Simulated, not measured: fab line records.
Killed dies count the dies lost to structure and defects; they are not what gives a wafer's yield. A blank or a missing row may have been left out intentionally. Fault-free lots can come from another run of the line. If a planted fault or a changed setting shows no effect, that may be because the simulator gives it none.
Chamber matching -- flow n5Finfet -- N5_BEOL_M15_DESCUM_33 on rieDiel-03 has 4 sister chambers
The step chemistry O2, time 7.9 s. 7 wafers are shown with their chamber, then 10 later ones without.

EACH WAFER AND ITS CHAMBER
wafer,chamber,drypumpMotorCurrentA (A),throttleValvePct (%)
L082.3,2,5.5,20.32
L082.4,3,6.2,20.51
L083.2,1,5.3,20.16
L083.5,3,6.3,20.50
L083.6,0,5.0,20.08
L087.1,2,5.5,20.33
L087.5,0,5.0,20.09

WAFERS WITH NO CHAMBER GIVEN
wafer,drypumpMotorCurrentA (A),throttleValvePct (%)
L087.6,5.3,20.18
L091.2,5.5,20.36
L091.3,6.2,20.16
L091.6,6.3,20.17
L093.3,5.5,20.37
L093.4,5.0,20.09
L093.6,5.0,20.11
L094.1,6.2,20.16
L094.5,6.2,20.17
L094.6,5.0,20.12

THE CHAMBER EACH PASSED THROUGH
wafer,from the rows above,in truth
L087.6,1,1
L091.2,2,2
L091.3,1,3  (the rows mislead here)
L091.6,1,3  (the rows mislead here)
L093.3,2,2
L093.4,0,0
L093.6,0,0
L094.1,1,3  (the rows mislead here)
L094.5,1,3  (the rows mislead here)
L094.6,0,0
6 of 10 placed correctly. Number that these rows cannot place: 0. 4 placed wrongly.
How it was worked out, from the rows above alone: a wafer's distance from a chamber is the root of the sum, over the readings, of the square of ((its reading less the chamber's mean) divided by the reading's scatter). If the next closest chamber is less than 2 further off than the closest, the wafer can't be placed; otherwise it belongs to the closest. For every chamber, the mean is computed from those of its wafers that are shown. The scatter: the root of (the sum of the squares of (reading less its chamber's mean) over the shown wafers, divided by (wafers less chambers)).
